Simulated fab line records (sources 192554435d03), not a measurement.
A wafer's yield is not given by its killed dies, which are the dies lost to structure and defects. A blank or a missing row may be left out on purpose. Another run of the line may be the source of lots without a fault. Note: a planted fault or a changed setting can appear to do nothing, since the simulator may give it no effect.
fab line records	flow n5_finfet
[record] lots = 8	wafers = 24	last_day = 18
route steps=1938 shown STI_FIN_REVEAL@211 DUMMY_GATE@214 BEOL_M4@1111 PASSIVATION@1936
lots with no fault: from the same line, run without faults
start_h: start of the lot's first displayed wafer, in hours after the record's first day	wait_h: how many hours have passed since the lot's step before this one	" same as the row above	L1.1+2: a row that stands for several wafers	- no value present, or no start provided	* or withheld: withheld	< > ~ a bound
route shown NAME@n: names a module that has steps shown in the file, with the first one's number in the route	usual: the fault-free wafers' mean and standard deviation	same: alike in all rows	chamber/n: place in a boat	sites: each site's reading	_std_site: the standard deviation of these	_edge_site: inner sites' mean taken away from outer sites' mean	radius_mm: how far each site lies from the wafer's centre	mask NAME#n: copy n	behind: the tool/chamber that last shaped the wafer	hold: the reason the lot was held/the length of the hold in hours/how it ended	device: the n, p or np transistor that did not switch	end of line: at the end of the route, the tests of the same wafers	a step without rows: its recipe alone	killed: the dies lost at the first sort to structure and to defects; this is not the yield of the wafer	map: the dies of a wafer, with x for killed, . for not killed, _ for no die there
set.NAME: the run value of the setting; set.NAME@STEP: its run value at that earlier step	model.NAME: the simulator's own value behind a step, which no gauge read
one table for each step of the route and one row for each wafer, over a sample of lots
services: from which hour (start_h, from the record's first day; less than 0 if before it) a tool's chamber was out of use, for how many hours, and why
[[steps]]
[step N5_STI_FIN_REVEAL_INSPECT_13]
[recipe] inspect_instrument = darkfield	mode = post_clean
[usual] raw_defect_count = 13/6.4
lot.wafer	tool	chamber	start_h	wait_h	raw_defect_count
L254.1	defect_inspect-01	-	79.51	0.0	11
L254.3	"	-	"	"	19
L254.4	"	-	"	"	18
L257.1	defect_inspect-02	-	96.55	0.0	15
L257.5	"	-	"	"	7
L257.6	"	-	"	"	16
L262.1	defect_inspect-02	-	126.44	0.0	15
L262.4	"	-	"	"	26
L262.5	"	-	"	"	13
L263.2	defect_inspect-01	-	132.91	0.0	8
L263.3	"	-	"	"	17
L263.5	"	-	"	"	10
L264.3	defect_inspect-02	-	138.28	0.0	8
L264.4	"	-	"	"	9
L264.5	"	-	"	"	15
L267.2	defect_inspect-02	-	157.59	0.0	15
L267.3	"	-	"	"	18
L267.5	"	-	"	"	5
L269.2	defect_inspect-01	-	169.57	0.0	7
L269.4	"	-	"	"	13
L269.5	"	-	"	"	15
L270.3	defect_inspect-01	-	176.74	0.0	8
L270.5	"	-	"	"	13
L270.6	"	-	"	"	3
[step N5_DUMMY_GATE_ALD_02]
[recipe] material = SiO2	target_thk_a = 20	temp_c = 300	ald_precursor_family = BDEAS	ald_co_reactant = O2-plasma	pulse_time_s = 1	pressure_torr = 2
[usual] heater_power_w = 497/45	precursor_pulse_height_rel = 0.998/0.021
lot.wafer	tool	chamber	start_h	wait_h	heater_power_w	precursor_pulse_height_rel
L254.1	ald_sin-02	1	79.61	0.0	477	0.976
L254.3	"	2	"	"	444	0.997
L254.4	"	1	"	"	472	0.993
L257.1	ald_sin-04	3	96.65	0.0	556	1.033
L257.5	"	2	"	"	574	0.980
L257.6	"	1	"	"	476	0.994
L262.1	ald_sin-01	2	126.94	0.4	571	0.995
L262.4	"	1	"	"	440	1.013
L262.5	"	2	"	"	559	0.983
L263.2	ald_sin-02	2	133.00	0.0	437	0.999
L263.3	"	3	"	"	475	1.025
L263.5	"	1	"	"	482	0.987
L264.3	ald_sin-04	1	139.43	1.1	492	1.034
L264.4	"	0	"	"	451	0.944
L264.5	"	0	"	"	452	0.993
L267.2	ald_sin-01	1	157.68	0.0	464	0.942
L267.3	"	3	"	"	483	0.993
L267.5	"	1	"	"	452	0.995
L269.2	ald_sin-04	0	169.66	0.0	448	1.007
L269.4	"	3	"	"	559	1.004
L269.5	"	1	"	"	482	0.977
L270.3	ald_sin-02	2	177.02	0.2	414	1.036
L270.5	"	3	"	"	478	0.969
L270.6	"	0	"	"	512	1.008
[step N5_DUMMY_GATE_ETCH_37]
[recipe] chemistry = N2/H2	target = SOC	target_depth_a = 600	overetch_a = 300	temp_c = 40	ion_energy_ev = 200	pressure_mtorr = 30	source_w = 840	bias_w = 150	n2_flow_sccm = 200	h2_flow_sccm = 200
[usual] bias_w = 150.0/0.46	chamber_pressure_mTorr = 30.000/0.027	drypump_motor_current_A = 5.8/0.51	oes_product_au = 0.62/0.055	rf_vpp_V = 523.9/2.6	showerhead_plenum_p_Torr = 2.54/0.096	throttle_valve_pct = 17.93/0.25
lot.wafer	tool	chamber	start_h	wait_h	bias_w	chamber_pressure_mTorr	drypump_motor_current_A	oes_product_au	rf_hours_counter_h	rf_vpp_V	showerhead_plenum_p_Torr	throttle_valve_pct
L254.1	rie_diel-05	1	88.40	0.0	149.1	30.005	5.4	0.62	106	522.0	2.44	17.63
L254.3	"	2	"	"	150.2	29.980	5.1	0.76	6	523.2	2.51	18.03
L254.4	"	0	"	"	149.2	30.025	6.8	0.69	67	528.5	2.68	17.56
L257.1	rie_diel-05	1	105.41	0.0	149.9	30.004	5.4	0.62	111	521.2	2.44	17.65
L257.5	"	0	"	"	149.9	30.057	6.8	0.68	-	526.1	2.68	17.57
L257.6	"	3	"	"	149.1	29.963	5.1	0.54	-	519.7	2.41	18.15
L262.1	rie_diel-05	3	135.75	0.0	150.3	30.015	5.1	0.54	236	521.3	2.41	18.14
L262.4	"	2	"	"	148.7	29.987	5.1	0.72	21	521.9	2.50	18.03
L262.5	"	0	"	"	149.7	30.028	6.8	0.67	-	528.0	2.67	17.58
L263.2	rie_diel-06	0	141.82	0.0	150.5	30.017	5.8	0.56	226	527.0	2.61	18.29
L263.3	"	2	"	"	149.8	29.990	5.5	0.58	221	520.3	2.40	18.00
L263.5	"	1	"	"	150.3	30.076	6.3	0.62	-	525.5	2.68	18.39
L267.2	rie_diel-06	3	166.46	0.0	150.5	30.007	5.9	0.68	72	522.2	2.48	17.86
L267.3	"	0	"	"	149.6	30.043	5.8	0.55	236	525.3	2.61	18.31
L267.5	"	2	"	"	149.8	29.994	5.4	0.57	-	520.4	2.39	17.98
L269.2	rie_diel-05	1	178.57	0.0	-	-	-	-	-	-	-	-
L269.4	"	0	"	"	-	-	-	-	-	-	-	-
L269.5	"	1	"	"	-	-	-	-	-	-	-	-
L270.3	rie_diel-06	0	185.88	0.0	-	-	-	-	-	-	-	-
L270.5	"	0	"	"	-	-	-	-	-	-	-	-
L270.6	"	3	"	"	-	-	-	-	-	-	-	-
L264.3	rie_diel-03	0	187.48	0.0	-	-	-	-	-	-	-	-
L264.4	"	2	"	"	-	-	-	-	-	-	-	-
L264.5	"	1	"	"	-	-	-	-	-	-	-	-
[step N5_DUMMY_GATE_CD_MEAS_50]
[recipe] target_cd_nm = 14
[usual] cd_nm = 14.1/0.33
lot.wafer	tool	chamber	start_h	wait_h	cd_nm
L254.1	cd_sem-02	-	88.63	0.0	14.3
L254.3	"	-	"	"	13.9
L254.4	"	-	"	"	14.3
L257.1	cd_sem-02	-	105.74	0.0	14.1
L257.5	"	-	"	"	14.6
L257.6	"	-	"	"	14.3
L262.1	cd_sem-02	-	135.98	0.0	14.4
L262.4	"	-	"	"	13.9
L262.5	"	-	"	"	14.4
L263.2	cd_sem-02	-	142.05	0.0	13.3
L263.3	"	-	"	"	13.9
L263.5	"	-	"	"	13.8
L267.2	cd_sem-01	-	166.92	0.0	14.0
L267.3	"	-	"	"	13.9
L267.5	"	-	"	"	13.9
L269.2	cd_sem-03	-	179.05	0.0	-
L269.4	"	-	"	"	-
L269.5	"	-	"	"	-
L270.3	cd_sem-03	-	186.11	0.0	-
L270.5	"	-	"	"	-
L270.6	"	-	"	"	-
L264.3	cd_sem-01	-	187.94	0.0	-
L264.4	"	-	"	"	-
L264.5	"	-	"	"	-
[step N5_DUMMY_GATE_ETCH_31]
[recipe] chemistry = C4F6/O2	target = SiO2	mask_material = SOC	target_depth_a = 825	time_s = 27.5	ion_energy_ev = 250	pressure_mtorr = 30	source_w = 345	bias_w = 185	Ar_flow_sccm = 300	C4F6_flow_sccm = 10	O2_flow_sccm = 10
[usual] C4F6_flow_sccm = 9.998/0.028	O2_flow_sccm = 10.00/0.031	drypump_motor_current_A = 5.8/0.52	oes_product_au = 0.78/0.073	rf_vpp_V = 672/9.4	showerhead_plenum_p_Torr = 2.84/0.11	throttle_valve_pct = 21.35/0.2
lot.wafer	tool	chamber	start_h	wait_h	C4F6_flow_sccm	O2_flow_sccm	drypump_motor_current_A	oes_product_au	rf_hours_counter_h	rf_vpp_V	showerhead_plenum_p_Torr	throttle_valve_pct
L254.1	rie_diel-06	0	88.68	0.0	9.999	9.95	5.8	0.71	211	678	2.93	21.64
L254.3	"	2	"	"	9.959	9.99	5.4	0.74	204	660	2.73	21.43
L254.4	"	1	"	"	9.993	9.95	6.3	0.80	122	683	2.97	21.50
L257.1	rie_diel-03	2	105.79	0.0	9.990	9.94	6.1	0.72	203	667	2.93	21.34
L257.5	"	3	"	"	10.002	10.01	5.7	0.73	-	654	2.84	21.27
L257.6	"	0	"	"	10.001	9.97	5.9	0.83	-	673	2.90	21.31
L262.1	rie_diel-06	2	136.03	0.0	9.993	10.02	5.4	0.72	219	660	2.72	21.46
L262.4	"	1	"	"	9.982	10.01	6.4	0.78	137	683	2.96	21.52
L262.5	"	1	"	"	9.978	9.98	6.4	0.79	-	682	2.96	21.52
L263.2	rie_diel-03	1	142.09	0.0	9.949	9.98	6.1	0.74	162	667	2.87	21.33
L263.3	"	0	"	"	10.019	10.00	5.9	0.82	89	674	2.89	21.32
L263.5	"	3	"	"	10.028	10.02	5.6	0.72	-	653	2.84	21.27
L267.2	rie_diel-05	2	166.97	0.0	9.999	10.05	5.0	0.89	34	668	2.80	21.36
L267.3	"	1	"	"	9.922	10.01	5.4	0.77	132	661	2.72	20.99
L267.5	"	2	"	"	9.979	9.99	5.0	0.91	-	668	2.80	21.32
L269.2	rie_diel-06	0	179.31	0.3	9.940	9.99	5.8	0.26	243	679	2.91	21.25
L269.4	"	3	"	"	10.079	9.97	5.9	0.31	79	670	2.78	20.88
L269.5	"	0	"	"	9.963	9.95	5.8	0.26	-	679	2.91	21.25
L270.3	rie_diel-06	0	186.16	0.0	10.023	9.99	5.8	0.27	246	679	2.91	21.27
L270.5	"	1	"	"	10.005	9.99	6.3	0.29	-	683	2.95	21.11
L270.6	"	2	"	"	10.014	9.98	5.4	0.26	-	658	2.71	21.07
L264.3	rie_diel-05	2	188.07	0.1	10.023	9.98	5.1	0.32	-	669	2.79	20.91
L264.4	"	0	"	"	9.942	9.98	6.8	0.31	-	684	3.00	20.67
L264.5	"	2	"	"	10.010	10.00	5.1	0.32	-	668	2.79	20.94
[step N5_DUMMY_GATE_STRIP_41]
[recipe] chemistry = O2	power_w = 400	temp_c = 40	pressure_mtorr = 30	rf_frequency_hz = 6e+07	bias_power_w = 0	overash_fraction = 0.3	o2_flow_sccm = 225
[usual] drypump_motor_current_A = 5.8/0.52	oes_product_au = 0.78/0.071	rf_vpp_V = 3.7/0.48	showerhead_plenum_p_Torr = 2.09/0.086	throttle_valve_pct = 16.80/0.21
lot.wafer	tool	chamber	start_h	wait_h	drypump_motor_current_A	oes_product_au	rf_hours_counter_h	rf_vpp_V	showerhead_plenum_p_Torr	throttle_valve_pct
L254.1	rie_diel-06	0	88.72	0.0	5.8	0.73	211	4.0	2.15	17.11
L254.3	"	2	"	"	5.4	0.73	204	3.2	1.98	16.80
L254.4	"	1	"	"	6.3	0.80	122	3.5	2.20	16.97
L257.1	rie_diel-03	2	105.83	0.0	6.1	0.72	203	4.0	2.18	16.97
L257.5	"	3	"	"	5.7	0.74	-	3.6	2.08	16.70
L257.6	"	0	"	"	5.9	0.83	-	2.9	2.15	16.79
L262.1	rie_diel-06	2	136.07	0.0	5.4	0.72	219	3.5	1.98	16.83
L262.4	"	1	"	"	6.4	0.79	137	3.4	2.19	17.01
L262.5	"	1	"	"	6.4	0.78	-	4.5	2.19	17.00
L263.2	rie_diel-03	1	142.14	0.0	6.1	0.75	162	4.4	2.10	16.74
L263.3	"	0	"	"	5.9	0.81	89	3.0	2.15	16.83
L263.5	"	3	"	"	5.6	0.73	-	2.7	2.07	16.71
L267.2	rie_diel-05	2	167.01	0.0	5.0	0.88	34	3.5	2.05	16.75
L267.3	"	1	"	"	5.4	0.77	132	3.7	2.00	16.55
L267.5	"	2	"	"	5.0	0.88	-	3.4	2.05	16.74
L269.2	rie_diel-06	0	179.35	0.0	5.8	0.70	243	3.1	2.14	17.16
L269.4	"	3	"	"	5.9	0.84	79	3.7	2.02	16.63
L269.5	"	0	"	"	5.8	0.71	-	3.8	2.14	17.17
L270.3	rie_diel-06	0	186.20	0.0	5.8	0.70	246	2.8	2.14	17.18
L270.5	"	1	"	"	6.4	0.76	-	3.2	2.18	17.06
L270.6	"	2	"	"	5.4	0.69	-	3.2	1.97	16.88
L264.3	rie_diel-05	2	188.14	0.0	5.0	0.86	-	3.6	2.05	16.75
L264.4	"	0	"	"	6.8	0.82	-	3.6	2.20	16.51
L264.5	"	2	"	"	5.0	0.86	-	3.1	2.05	16.77
[step N5_BEOL_M4_RC_MEAS_101]
[usual] DIBL_N = 36.1/1.6	DIBL_P = 35.8/2.1	IOFF_N = 0.16/0.031	IOFF_P = 0.21/0.034	ION_N = 673/12	ION_P = 461/7.2	SS_N = 71.4/0.59	SS_P = 73.3/0.63	VT_N = 250/3.1	VT_P = -250/3.3
lot.wafer	tool	chamber	start_h	wait_h	DIBL_N[mV/V]	DIBL_P[mV/V]	IOFF_N[nA/um]	IOFF_P[nA/um]	ION_N[uA/um]	ION_P[uA/um]	SS_N[mV/dec]	SS_P[mV/dec]	VT_N[mV]	VT_P[mV]
L254.1	prober-01	0	215.10	0.0	37.1	35.6	0.18	0.23	691	465	72.0	73.1	247	-249
L254.3	"	0	"	"	35.8	34.7	0.14	0.21	671	461	71.1	73.3	250	-247
L254.4	"	0	"	"	37.0	35.9	0.17	0.24	683	471	72.0	73.2	247	-245
L257.1	prober-01	0	234.95	0.0	35.4	36.1	0.14	0.17	667	452	71.0	73.5	253	-256
L257.5	"	0	"	"	35.0	35.7	0.14	0.17	676	460	71.0	72.2	251	-255
L257.6	"	0	"	"	35.7	36.6	0.14	0.18	664	452	71.4	73.3	254	-255
L262.1	prober-01	0	259.67	0.0	35.4	35.8	0.15	0.21	672	465	71.2	73.1	249	-250
L262.4	"	0	"	"	33.9	34.5	0.13	0.18	656	454	70.8	72.5	254	-250
L262.5	"	0	"	"	32.9	33.4	0.11	0.17	646	457	70.6	72.7	253	-252
L263.2	prober-01	0	274.79	0.2	39.4	40.5	0.22	0.24	695	470	71.8	73.8	246	-250
L263.3	"	0	"	"	37.6	38.6	0.17	0.22	674	462	71.2	73.7	247	-251
L263.5	"	0	"	"	39.6	40.6	0.23	0.25	690	462	71.9	74.8	245	-252
L267.2	prober-02	0	295.19	0.2	35.3	34.9	0.15	0.23	667	470	71.1	73.2	253	-247
L267.3	"	0	"	"	37.0	37.4	0.18	0.26	670	470	71.5	73.6	247	-247
L267.5	"	0	"	"	37.0	35.8	0.18	0.23	675	465	71.3	73.6	249	-247
[step N5_PASSIVATION_PROBE_49]
[usual] defect_limited_yield = 91.0/1.5	killed_at_M0_to_M3 = 35/11	killed_at_M4_up = 13/6	killed_at_contacts = 14/6.5	killed_at_front_end = 40/12	killed_at_other = 4/3.4	killed_dies = 106/18	killed_on_rim = 14/4.7	killed_open = 68/14	killed_short = 35/7.7	sort_bin_5_function = 5.2/0.98	sort_bin_6_memory = 3.4/0.72	sort_n_pass = 1074/18	sort_yield_pct = 91.0/1.5
[same] gross_dies = 1180	killed_at_back_side = 0	sort_bin_4_leakage[%] = 0	sort_bin_8_speed[%] = 0
lot.wafer	tool	chamber	start_h	wait_h	defect_limited_yield[%]	killed_at_M0_to_M3	killed_at_M4_up	killed_at_contacts	killed_at_front_end	killed_at_other	killed_dies	killed_on_rim	killed_open	killed_short	sort_bin_5_function[%]	sort_bin_6_memory[%]	sort_n_pass	sort_yield_pct[%]
L257.1	prober-02	-	337.74	0.0	93.6	19	6	12	35	4	76	12	48	28	3.7	2.5	1104	93.6
L257.5	prober-02	-	337.94	0.2	94.7	18	11	8	21	4	62	5	30	29	3.1	1.8	1118	94.7
L257.6	prober-02	-	337.99	0.3	91.1	33	12	8	34	18	105	13	57	43	4.9	3.5	1075	91.1
L254.1	prober-02	-	361.89	0.0	90.4	34	11	15	44	9	113	8	81	30	6.0	3.2	1067	90.4
L254.3	prober-02	-	361.99	0.1	90.7	9	11	10	79	1	110	14	69	38	5.3	3.6	1070	90.7
L254.4	prober-02	-	362.04	0.2	90.8	21	13	12	56	7	109	14	77	30	5.7	3.4	1071	90.8
L262.1	prober-02	-	363.02	0.0	90.8	45	17	14	30	2	108	17	76	31	5.0	4.1	1072	90.8
L262.4	prober-02	-	363.17	0.2	91.6	34	11	15	38	1	99	16	59	39	4.4	3.6	1081	91.6
L262.5	prober-02	-	363.22	0.2	92.1	41	19	3	20	10	93	11	57	33	4.7	2.7	1087	92.1
L263.2	prober-01	-	379.59	0.1	90.3	58	16	13	27	1	115	22	66	46	5.4	3.7	1065	90.3
L263.3	prober-01	-	379.64	0.1	94.2	25	13	9	22	0	69	9	43	23	3.6	2.0	1111	94.2
L263.5	prober-01	-	379.74	0.2	90.4	28	28	12	43	2	113	7	70	38	5.6	3.2	1067	90.4
L270.3	prober-01	-	407.87	0.4	0	58	7	24	1086	5	1180	152	91	31	95.6	3.9	0	0
L270.5	prober-01	-	407.97	0.5	0	52	5	25	1096	2	1180	152	86	43	95.5	4.3	0	0
L270.6	prober-01	-	408.02	0.6	0	33	6	25	1114	2	1180	152	65	41	95.8	3.7	0	0
L269.2	prober-01	-	410.07	0.1	0	28	12	13	1122	5	1180	152	74	38	96.4	3.2	0	0
L269.4	prober-01	-	410.17	0.2	0	33	10	19	1112	6	1180	152	85	24	96.4	3.3	0	0
L269.5	prober-01	-	410.22	0.2	0	42	18	20	1096	4	1180	152	85	46	95.6	3.9	0	0
L264.3	prober-02	-	425.48	0.1	0	44	31	15	1090	0	1180	152	93	33	96.0	3.6	0	0
L264.4	prober-02	-	425.53	0.2	0	45	17	10	1104	4	1180	152	78	33	96.0	4.0	0	0
L264.5	prober-02	-	425.58	0.2	0	60	21	12	1086	1	1180	152	99	36	95.7	4.0	0	0
// killed by level:class
L257.1 STI_FIN_REVEAL:geometric_particle:open=9 DUMMY_GATE:geometric_particle:open=8 MOL_CONTACT_COAG:geometric_particle:open=8 BEOL_M0_SAQP:geometric_particle:short=6 FIN_SAQP:geometric_particle:open=4 FIN_SAQP:geometric_particle:short=4 BEOL_M2:geometric_particle:open=4 MOL_CONTACT_COAG:geometric_particle:short=4
L257.5 MOL_CONTACT_COAG:geometric_particle:open=6 BEOL_M4:geometric_particle:short=5 FIN_SAQP:geometric_particle:short=4 DUMMY_GATE:geometric_particle:open=4 BEOL_M2:geometric_particle:open=4 STARTING-WAFER:geometric_particle:short=4 BEOL_M0_SAQP:geometric_particle:open=3 BEOL_M0_SAQP:geometric_particle:short=3
L257.6 FIN_SAQP:geometric_particle:short=9 MIM_TOP_ETCH:geometric_particle:short=9 BEOL_M1:geometric_particle:open=9 MOL_CONTACT_COAG:geometric_particle:open=7 FIN_SAQP:geometric_particle:open=6 BEOL_M0_SAQP:geometric_particle:short=6 MIM_TOP_ETCH:geometric_particle:open=6 BEOL_M0_SAQP:geometric_particle:open=5
L254.1 MOL_CONTACT_COAG:geometric_particle:open=13 STI_FIN_REVEAL:geometric_particle:open=10 GATE_CUT:geometric_particle:short=10 BEOL_M2:geometric_particle:open=9 BEOL_M3:geometric_particle:open=8 GATE_CUT:geometric_particle:open=7 FIN_SAQP:geometric_particle:open=6 BEOL_M0_SAQP:geometric_particle:short=6
L254.3 STI_FIN_REVEAL:geometric_particle:open=23 FIN_SAQP:geometric_particle:open=14 FIN_SAQP:geometric_particle:short=10 GATE_CUT:geometric_particle:short=8 DUMMY_GATE:geometric_particle:open=7 MOL_CONTACT_COAG:geometric_particle:open=7 BEOL_M4:geometric_particle:open=6 STI_FIN_REVEAL:geometric_particle:short=4
L254.4 STI_FIN_REVEAL:geometric_particle:open=21 GATE_CUT:geometric_particle:short=10 MOL_CONTACT_COAG:geometric_particle:open=9 BEOL_M3:geometric_particle:open=8 FIN_SAQP:geometric_particle:open=6 BEOL_M0_SAQP:geometric_particle:open=5 BEOL_M4:geometric_particle:open=4 DUMMY_GATE:geometric_particle:open=4
L262.1 BEOL_M2:geometric_particle:open=14 MOL_CONTACT_COAG:geometric_particle:open=11 BEOL_M0_SAQP:geometric_particle:short=11 BEOL_M4:geometric_particle:open=10 STI_FIN_REVEAL:geometric_particle:open=6 BEOL_M3:geometric_particle:open=6 STARTING-WAFER:geometric_particle:short=5 GATE_CUT:geometric_particle:short=4
L262.4 STI_FIN_REVEAL:geometric_particle:open=13 MOL_CONTACT_COAG:geometric_particle:open=8 MOL_CONTACT_COAG:geometric_particle:short=7 BEOL_M0_SAQP:geometric_particle:short=7 BEOL_M0_SAQP:geometric_particle:open=5 BEOL_M0:geometric_particle:open=5 BEOL_M4:geometric_particle:open=5 FIN_SAQP:geometric_particle:short=4
L262.5 BEOL_M4:geometric_particle:open=11 BEOL_M1:geometric_particle:open=9 BEOL_M0_SAQP:geometric_particle:short=7 BEOL_M2:geometric_particle:open=7 FIN_SAQP:geometric_particle:short=6 STI_FIN_REVEAL:geometric_particle:open=6 BEOL_M0_SAQP:geometric_particle:open=5 BEOL_M1:geometric_particle:short=5
L263.2 BEOL_M0_SAQP:geometric_particle:open=19 BEOL_M0_SAQP:geometric_particle:short=17 MOL_CONTACT_COAG:geometric_particle:open=10 BEOL_M4:geometric_particle:open=10 FIN_SAQP:geometric_particle:short=6 BEOL_M1:geometric_particle:open=5 BEOL_M3:geometric_particle:open=5 FIN_SAQP:geometric_particle:open=4
L263.3 BEOL_M0_SAQP:geometric_particle:open=8 MOL_CONTACT_COAG:geometric_particle:open=7 BEOL_M0_SAQP:geometric_particle:short=5 BEOL_M2:geometric_particle:open=5 STI_FIN_REVEAL:geometric_particle:open=4 GATE_CUT:geometric_particle:short=4 BEOL_M4:geometric_particle:open=3 BEOL_M1:geometric_particle:open=3
L263.5 FIN_SAQP:geometric_particle:short=14 BEOL_M4:geometric_particle:open=12 FIN_SAQP:geometric_particle:open=8 STI_FIN_REVEAL:geometric_particle:open=7 MOL_CONTACT_COAG:geometric_particle:open=7 BEOL_M0_SAQP:geometric_particle:short=7 BEOL_M0_SAQP:geometric_particle:open=6 MOL_CONTACT_COAG:geometric_particle:short=5
L270.3 DUMMY_GATE:area_etch=1057 MOL_CONTACT_COAG:geometric_particle:open=19 BEOL_M2:geometric_particle:open=17 BEOL_M0_SAQP:geometric_particle:open=14 BEOL_M1:geometric_particle:open=12 FIN_SAQP:geometric_particle:short=6 BEOL_M0_SAQP:geometric_particle:short=6 FIN_SAQP:geometric_particle:open=5
L270.5 DUMMY_GATE:area_etch=1050 MOL_CONTACT_COAG:geometric_particle:open=21 BEOL_M0_SAQP:geometric_particle:open=14 BEOL_M1:geometric_particle:open=11 FIN_SAQP:geometric_particle:open=10 FIN_SAQP:geometric_particle:short=9 BEOL_M3:geometric_particle:open=9 STI_FIN_REVEAL:geometric_particle:open=7
L270.6 DUMMY_GATE:area_etch=1071 MOL_CONTACT_COAG:geometric_particle:open=19 BEOL_M0_SAQP:geometric_particle:open=10 BEOL_M0_SAQP:geometric_particle:short=10 FIN_SAQP:geometric_particle:open=9 FIN_SAQP:geometric_particle:short=7 GATE_CUT:geometric_particle:short=7 MOL_CONTACT_COAG:geometric_particle:short=6
L269.2 DUMMY_GATE:area_etch=1068 MOL_CONTACT_COAG:geometric_particle:open=11 DUMMY_GATE:geometric_particle:open=10 FIN_SAQP:geometric_particle:open=9 BEOL_M0_SAQP:geometric_particle:short=8 BEOL_M0_SAQP:geometric_particle:open=7 FIN_SAQP:geometric_particle:short=6 STI_FIN_REVEAL:geometric_particle:open=6
L269.4 DUMMY_GATE:area_etch=1071 STI_FIN_REVEAL:geometric_particle:open=18 MOL_CONTACT_COAG:geometric_particle:open=17 BEOL_M0_SAQP:geometric_particle:open=12 BEOL_M0_SAQP:geometric_particle:short=9 FIN_SAQP:geometric_particle:open=7 DUMMY_GATE:geometric_particle:open=6 BEOL_M2:geometric_particle:open=5
L269.5 DUMMY_GATE:area_etch=1049 MOL_CONTACT_COAG:geometric_particle:open=16 BEOL_M0_SAQP:geometric_particle:open=15 BEOL_M0_SAQP:geometric_particle:short=13 FIN_SAQP:geometric_particle:open=11 STI_FIN_REVEAL:geometric_particle:open=7 FIN_SAQP:geometric_particle:short=6 BEOL_M2:geometric_particle:open=6
L264.3 DUMMY_GATE:area_etch=1052 BEOL_M4:geometric_particle:open=23 BEOL_M0_SAQP:geometric_particle:open=15 MOL_CONTACT_COAG:geometric_particle:open=13 FIN_SAQP:geometric_particle:short=9 BEOL_M3:geometric_particle:open=8 FIN_SAQP:geometric_particle:open=7 BEOL_M2:geometric_particle:open=7
L264.4 DUMMY_GATE:area_etch=1069 BEOL_M3:geometric_particle:open=12 BEOL_M4:geometric_particle:open=12 FIN_SAQP:geometric_particle:open=8 MOL_CONTACT_COAG:geometric_particle:open=7 BEOL_M0_SAQP:geometric_particle:open=7 BEOL_M0_SAQP:geometric_particle:short=7 STI_FIN_REVEAL:geometric_particle:open=6
L264.5 DUMMY_GATE:area_etch=1043 BEOL_M3:geometric_particle:open=19 BEOL_M4:geometric_particle:open=14 BEOL_M1:geometric_particle:open=12 MOL_CONTACT_COAG:geometric_particle:open=10 STI_FIN_REVEAL:geometric_particle:open=9 BEOL_M0_SAQP:geometric_particle:short=8 FIN_SAQP:geometric_particle:short=7
[[services]]
tool	chamber	start_h	hours	kind
rie_diel-05	2	58.53	-	clean
rie_diel-05	2	58.53	-	consumable_replace:focus_ring
rie_diel-05	2	58.53	9.1	scheduled_down
rie_diel-05	2	58.53	9.1	vent_cycle
rie_diel-05	0	62.71	3.0	repair
ald_sin-02	0	76.00	12.0	repair
rie_diel-06	1	79.24	2.5	repair
rie_diel-06	3	91.35	10.4	repair
rie_diel-03	1	111.25	11.3	repair
rie_diel-05	1	140.23	4.2	repair
rie_diel-05	0	144.19	3.1	repair
ald_sin-02	1	147.49	30.3	repair
rie_diel-03	1	156.24	7.0	repair
rie_diel-03	2	158.64	5.7	repair
rie_diel-06	1	171.06	6.3	repair
rie_diel-05	3	172.48	-	clean
rie_diel-05	3	172.48	-	consumable_replace:focus_ring
rie_diel-05	3	172.48	-	consumable_replace:showerhead
rie_diel-05	3	172.48	17.5	scheduled_down
rie_diel-05	3	172.48	17.5	vent_cycle
ald_sin-04	-	179.17	14.0	pm
ald_sin-04	0	179.17	14.0	vent_cycle
ald_sin-04	1	179.17	14.0	vent_cycle
rie_diel-05	1	185.48	11.0	repair
[[key]]
[first_sign] step = N5_DUMMY_GATE_ETCH_37	reading = tool_record	direction = missing
[effect] step = N5_DUMMY_GATE_CD_MEAS_50	reading = cd_nm	direction = missing
[effect] step = N5_DUMMY_GATE_ETCH_31	reading = oes_product_au	direction = down	sigmas = 6.7	usual = 0.78	struck = 0.29
[effect] step = N5_PASSIVATION_PROBE_49	reading = sort_bin_5_function	direction = up	sigmas = 93	usual = 5.2	struck = 95.9
[more_kills_born_at] N5_DUMMY_GATE_ETCH_37@rie_diel-05 = 3188	N5_DUMMY_GATE_ETCH_37@rie_diel-06 = 3178	N5_DUMMY_GATE_ETCH_37@rie_diel-03 = 3164
met_at N5_DUMMY_GATE_ETCH_37
struck_lots L264,L269,L270
later_rows_left_out L264.3,L264.4,L264.5,L269.2,L269.4,L269.5,L270.3,L270.5,L270.6
not_acting_at N5_STI_FIN_REVEAL_INSPECT_13,N5_DUMMY_GATE_ALD_02,N5_DUMMY_GATE_STRIP_41
onset_between 166.46 178.57
[fault] kind = skipped_step_whole	tool = rie_diel-03,rie_diel-05,rie_diel-06	chamber = -	onset_h = 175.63	steps = N5_DUMMY_GATE_ETCH_37	scope = struck_lots_only
// later_rows_left_out: the simulator's readings of these wafers behind a module that went badly wrong aren't trusted and aren't shown, but for the sort
